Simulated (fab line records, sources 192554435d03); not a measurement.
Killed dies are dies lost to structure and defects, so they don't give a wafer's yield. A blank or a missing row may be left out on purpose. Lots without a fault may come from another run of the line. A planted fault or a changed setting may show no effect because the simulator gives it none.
Chamber matching | flow n5_finfet | N5_BEOL_M0_SAQP_MANDREL_ETCH_20 on rie_si-03: 4 sister chambers
The step etches a-Si in HBr/Cl2, stops on SiNx, target depth 60 nm, bt time 10 s, time 30 s. 4 wafers are shown with their chamber, then 11 later ones without.

WAFERS WITH THEIR CHAMBER
wafer  | chamber | drypump_motor_current_A (A)
L083.1 | 1       | 5.37
L086.4 | 0       | 5.86
L090.6 | 2       | 5.61
L091.1 | 3       | 5.79

WAFERS WITHOUT THEIR CHAMBER
wafer  | drypump_motor_current_A (A)
L091.2 | 5.38
L091.3 | 5.88
L093.1 | 5.81
L093.2 | 5.84
L093.6 | 5.79
L096.2 | 5.79
L096.5 | 5.77
L096.6 | 5.61
L097.4 | 5.58
L097.5 | 5.77
L097.6 | 5.87

WHICH CHAMBER EACH WENT THROUGH
wafer  | from the rows above     | in truth
L091.2 | 1                       | 1
L091.3 | 0                       | 0
L093.1 | can't be placed: 3 or 0 | 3
L093.2 | can't be placed: 0 or 3 | 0
L093.6 | 3                       | 3
L096.2 | 3                       | 3
L096.5 | 3                       | 3
L096.6 | 2                       | 2
L097.4 | 2                       | 2
L097.5 | 3                       | 3
L097.6 | 0                       | 0
Placed correctly: 9 of 11. Can't be placed from these rows: 2 (the true chamber is among the candidates in 2). Placed wrongly: 0.
How it was worked out, from the rows above alone: a wafer's distance from a chamber is the root of the sum, over the readings, of the square of ((its reading less the chamber's mean) divided by the reading's scatter). The wafer belongs to the nearest chamber; if the next one is less than 2 further off, it can't be placed. A chamber's mean is the mean of its shown wafers. The scatter: with one shown wafer a chamber, the root of the mean of the squares of how far each hidden wafer lies from its nearest shown one.
